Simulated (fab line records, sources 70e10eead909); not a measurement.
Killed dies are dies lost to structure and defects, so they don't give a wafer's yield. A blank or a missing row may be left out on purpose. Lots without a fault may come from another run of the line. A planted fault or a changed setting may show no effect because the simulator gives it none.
Chamber matching | flow nand_harc | NHARC_A_STAIRCASE_ETCHBACK_157 on rie_diel-04: 4 sister chambers
The step etches the open film in CH3F/O2, target depth 90 nm, time 167.14 s. 22 wafers are shown with their chamber, then 11 later ones without.

WAFERS WITH THEIR CHAMBER
wafer  | chamber | drypump_motor_current_A (A) | showerhead_plenum_p_Torr (Torr) | rf_vpp_V (V)
L079.1 | 3       | 6.1                         | 2.48                            | 244.5
L079.2 | 2       | 5.1                         | 2.32                            | 241.9
L079.6 | 2       | 5.1                         | 2.32                            | 241.4
L078.1 | 3       | 6.1                         | 2.48                            | 245.9
L078.5 | 0       | 5.6                         | 2.36                            | 244.1
L078.6 | 3       | 6.2                         | 2.48                            | 245.9
L080.1 | 1       | 5.8                         | 2.40                            | 242.6
L080.4 | 3       | 6.2                         | 2.48                            | 243.5
L080.5 | 3       | 6.2                         | 2.48                            | 245.7
L082.1 | 1       | 5.8                         | 2.40                            | 243.3
L082.2 | 2       | 5.1                         | 2.32                            | 242.6
L082.4 | 0       | 5.7                         | 2.35                            | 242.2
L084.4 | 3       | 6.2                         | 2.47                            | 245.5
L084.5 | 3       | 6.2                         | 2.47                            | 244.1
L084.6 | 0       | 5.6                         | 2.35                            | 242.3
L085.1 | 1       | 5.8                         | 2.39                            | 242.8
L085.3 | 3       | 6.2                         | 2.47                            | 243.9
L085.5 | 2       | 5.1                         | 2.31                            | 243.1
L086.3 | 1       | 5.8                         | 2.39                            | 243.2
L086.5 | 1       | 5.8                         | 2.39                            | 243.9
L086.6 | 3       | 6.2                         | 2.47                            | 244.7
L091.3 | 0       | 5.6                         | 2.34                            | 242.9

SIGNATURES (means of the wafers above)
reading                  | chamber 0 | chamber 1 | chamber 2 | chamber 3 | scatter within a chamber
drypump_motor_current_A  | 5.625     | 5.800     | 5.100     | 6.178     | 0.0358
showerhead_plenum_p_Torr | 2.3500    | 2.3940    | 2.3175    | 2.4756    | 0.00586
rf_vpp_V                 | 242.875   | 243.160   | 242.250   | 244.856   | 0.809
Rule: a wafer's distance from a chamber is the root of the sum, over the readings, of the square of ((its reading less the chamber's mean) divided by the reading's scatter). The wafer belongs to the nearest chamber; if the next one is less than 2 further off, it can't be placed. The scatter: the root of (the sum of the squares of (reading less its chamber's mean) over the shown wafers, divided by (wafers less chambers)).

WAFERS WITHOUT THEIR CHAMBER
wafer  | drypump_motor_current_A (A) | showerhead_plenum_p_Torr (Torr) | rf_vpp_V (V)
L091.5 | 5.9                         | 2.38                            | 243.8
L091.6 | 5.1                         | 2.31                            | 241.3
L092.1 | 5.1                         | 2.31                            | 242.0
L092.3 | 6.1                         | 2.46                            | 242.7
L092.6 | 6.2                         | 2.46                            | 245.9
L093.1 | 5.2                         | 2.30                            | 243.7
L093.2 | 6.2                         | 2.46                            | 246.5
L093.6 | 6.2                         | 2.46                            | 244.7
L096.1 | 5.9                         | 2.38                            | 243.1
L096.2 | 6.1                         | 2.46                            | 244.5
L096.3 | 5.1                         | 2.30                            | 242.5

WHICH CHAMBER EACH WENT THROUGH
wafer  | from the rows above | in truth
L091.5 | 1                   | 1
L091.6 | 2                   | 2
L092.1 | 2                   | 2
L092.3 | 3                   | 3
L092.6 | 3                   | 3
L093.1 | 2                   | 2
L093.2 | 3                   | 3
L093.6 | 3                   | 3
L096.1 | 1                   | 1
L096.2 | 3                   | 3
L096.3 | 2                   | 2
Placed correctly: 11 of 11. Can't be placed from these rows: 0. Placed wrongly: 0.
